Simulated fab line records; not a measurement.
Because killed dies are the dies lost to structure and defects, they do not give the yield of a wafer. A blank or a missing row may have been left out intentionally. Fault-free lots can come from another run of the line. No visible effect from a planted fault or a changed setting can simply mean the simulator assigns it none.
Split-lot study | flow n5Finfet | 21 wafers read across 7 lots, on a route 1938 steps long

== THE SPLIT ITSELF ==
At N5_DUMMY_GATE_EXPOSE_12 (exposes mask GATE, target cd 25 nm), the setting doseMj was moved away from the recipe's 34 on 9 of the 21 wafers read, by -7.5% to +4.8%. The other wafers ran this setting at the recipe's value.

== FROM THE SPLIT TO THE READING: what the file shows between them, 2 steps ==
- N5_DUMMY_GATE_PEB_13: peb time 60 s
- N5_DUMMY_GATE_DEVELOP_14: develop time 30 s

== THE READING ==
cdNm, in nm, at N5_DUMMY_GATE_CD_MEAS_15 (target cd 25.8 nm). A value of 24.93 nm with a standard deviation of 0.22 nm is what fault-free wafers of this fab line usually give.

wafer  | tool, chamber at the split | doseMj as run | against the recipe | cdNm, nm | against lot-mates on the recipe
L075.3 | euvScanner-01, 0           | 31.46         | -7.5%              | 26.04    | +1.04
L075.4 | euvScanner-01, 0           | 34            | recipe             | 25.00    | -
L075.6 | euvScanner-01, 0           | 31.46         | -7.5%              | 26.44    | +1.44
L078.3 | euvScanner-01, 0           | 35.62         | +4.8%              | 23.84    | -1.00
L078.4 | euvScanner-01, 0           | 35.62         | +4.8%              | 24.32    | -0.52
L078.6 | euvScanner-01, 0           | 34            | recipe             | 24.84    | -
L079.3 | euvScanner-01, 0           | 34            | recipe             | 24.82    | -
L079.4 | euvScanner-01, 0           | 32.6          | -4.1%              | 25.46    | +0.64
L079.6 | euvScanner-01, 0           | 32.6          | -4.1%              | 25.64    | +0.82
L080.1 | euvScanner-01, 0           | 34            | recipe             | 24.98    | -
L080.2 | euvScanner-01, 0           | 34            | recipe             | 24.83    | -
L080.4 | euvScanner-01, 0           | 34            | recipe             | 24.73    | -
L086.2 | euvScanner-02, 0           | 34            | recipe             | 24.83    | -
L086.3 | euvScanner-02, 0           | 34            | recipe             | 24.81    | -
L086.5 | euvScanner-02, 0           | 34            | recipe             | 25.21    | -
L090.1 | euvScanner-01, 0           | 34            | recipe             | 24.81    | -
L090.4 | euvScanner-01, 0           | 34            | recipe             | 25.41    | -
L090.6 | euvScanner-01, 0           | 34            | recipe             | 24.67    | -
L093.1 | euvScanner-02, 0           | 32.04         | -5.8%              | 26.13    | no lot-mate on the recipe
L093.2 | euvScanner-02, 0           | 32.04         | -5.8%              | 26.14    | no lot-mate on the recipe
L093.6 | euvScanner-02, 0           | 32.04         | -5.8%              | 26.25    | no lot-mate on the recipe

THE FIT
A straight line over all 21 wafers: cdNm changes by -0.187 nm for each +1% of doseMj; r = -0.95; the points scatter about the line by 0.21 nm.
The same after taking each lot's own level away (the mean of its wafers on the recipe; 18 wafers): -0.166 nm for each +1%; r = -0.94; scatter 0.2 nm.
The reading moves by 1.2 nm for the largest change in doseMj, on that fit.
The span of the lots' own levels, 24.820 to 25.000 nm, comes to 0.8 times the standard deviation stated above.
Hence the slope depends on the lot-to-lot level, as the two fits are not the same.
Check: +1.34 nm against its lot-mates is what the line predicts for one of the wafers moved furthest among these (-7.5%) when that wafer is left out of the fit. It came out at +1.04 nm against them.

== THE WHOLE CHAIN: every reading that the file lists as answering this split, in the file's order ==
step                     | what it does                                                   | reading                                                          | change (the file's fit)               | r (the file's)
N5_DUMMY_GATE_CD_MEAS_15 | target cd 25.8 nm                                              | cdNm                                                             | -0.166 nm for each +1% of the setting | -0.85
N5_DUMMY_GATE_ETCH_44    | etches poly-Si in HBr/O2, stops on SiO2, target depth 127.5 nm | DUMMY_GATE.cdNm (the simulator's own value, which no gauge read) | -0.176 nm for each +1% of the setting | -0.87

== FILE'S OWN FIT ==
cdNm changes by -0.166 nm for each +1% of doseMj, r = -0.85.
